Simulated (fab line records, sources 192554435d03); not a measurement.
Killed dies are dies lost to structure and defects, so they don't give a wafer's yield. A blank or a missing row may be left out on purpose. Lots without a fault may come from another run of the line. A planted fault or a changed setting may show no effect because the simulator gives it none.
Split-lot experiment | flow n5_finfet | 7 lots, 21 wafers read, on a route of 1938 steps

THE SPLIT
At N5_BEOL_M10_EXPOSE_25 (exposes mask V9), the setting dose_mj was moved away from the recipe's 85.5 on 8 of the 21 wafers read, by -6.9% to +5.7%. The other wafers ran this setting at the recipe's value.

FROM THE SPLIT TO THE READING: what the file shows between them, 2 steps
- N5_BEOL_M10_PEB_26: peb time 60 s
- N5_BEOL_M10_DEVELOP_27: develop time 30 s

THE READING
cd_nm, in nm, at N5_BEOL_M10_CD_MEAS_28 (target cd 70 nm). Fault-free wafers of this fab line usually give 69.7 nm, standard deviation 0.89 nm.

wafer  | tool, chamber at the split | dose_mj as run | against the recipe | cd_nm, nm | against lot-mates on the recipe
L074.1 | arfi_scanner-03, 0         | 85.5           | recipe             | 67.9      | -
L074.2 | arfi_scanner-03, 0         | 85.5           | recipe             | 68.6      | -
L074.3 | arfi_scanner-03, 0         | 79.57          | -6.9%              | 63.6      | -4.6
L076.1 | arfi_scanner-03, 0         | 85.5           | recipe             | 67.7      | -
L076.5 | arfi_scanner-03, 0         | 88.19          | +3.1%              | 72.0      | +4.3
L076.6 | arfi_scanner-03, 0         | 88.19          | +3.1%              | 70.8      | +3.1
L080.2 | arfi_scanner-02, 0         | 85.5           | recipe             | 69.2      | -
L080.4 | arfi_scanner-02, 0         | 85.5           | recipe             | 68.9      | -
L080.5 | arfi_scanner-02, 0         | 85.5           | recipe             | 69.4      | -
L090.2 | arfi_scanner-01, 0         | 85.5           | recipe             | 68.3      | -
L090.3 | arfi_scanner-01, 0         | 80             | -6.4%              | 64.4      | -3.9
L090.4 | arfi_scanner-01, 0         | 80             | -6.4%              | 63.9      | -4.4
L092.1 | arfi_scanner-03, 0         | 90.41          | +5.7%              | 76.5      | +6.5
L092.2 | arfi_scanner-03, 0         | 85.5           | recipe             | 70.0      | -
L092.6 | arfi_scanner-03, 0         | 85.5           | recipe             | 70.1      | -
L089.2 | arfi_scanner-03, 0         | 85.5           | recipe             | 70.0      | -
L089.4 | arfi_scanner-03, 0         | 85.5           | recipe             | 71.5      | -
L089.6 | arfi_scanner-03, 0         | 85.5           | recipe             | 71.3      | -
L093.2 | arfi_scanner-01, 0         | 83.12          | -2.8%              | 66.6      | -2.6
L093.3 | arfi_scanner-01, 0         | 85.5           | recipe             | 69.2      | -
L093.6 | arfi_scanner-01, 0         | 83.12          | -2.8%              | 66.9      | -2.3

THE FIT
A straight line over all 21 wafers: cd_nm changes by +0.887 nm for each +1% of dose_mj; r = +0.93; the points scatter about the line by 1.1 nm.
The same after taking each lot's own level away (the mean of its wafers on the recipe; 21 wafers): +0.824 nm for each +1%; r = +0.97; scatter 0.71 nm.
On that fit, the largest move of dose_mj shifts the reading by 5.7 nm.
The lots' own levels span 67.70 to 70.93 nm, that is 3.6 times the standard deviation above.
So the lot-to-lot level changes the slope little: the two slopes agree.
Check: with one of the wafers moved furthest among these (-6.9%) left out of the fit, the line predicts -5.63 nm for it against its lot-mates. It came out at -4.65 nm against them.

OTHER SPLITS ON THESE WAFERS
These wafers also went through other splits before the reading. Each is held against what the fit with the lots' levels taken away leaves over:
other split on the same wafers | wafers away from the commonest value | r with cd_nm (lot level and that fit taken away)
N5_BEOL_M8_COAT_22 spin_rpm    | 7                                    | -0.22
N5_BEOL_M8_DESCUM_33 time_s    | 5                                    | +0.41
N5_BEOL_M9_ILD_DEP_00 time_s   | 6                                    | -0.33
N5_BEOL_M9_COAT_05 spin_rpm    | 9                                    | +0.14
N5_BEOL_M10_COAT_22 spin_rpm   | 5                                    | +0.24

THE FILE'S OWN FIT
cd_nm changes by +0.815 nm for each +1% of dose_mj, r = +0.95.
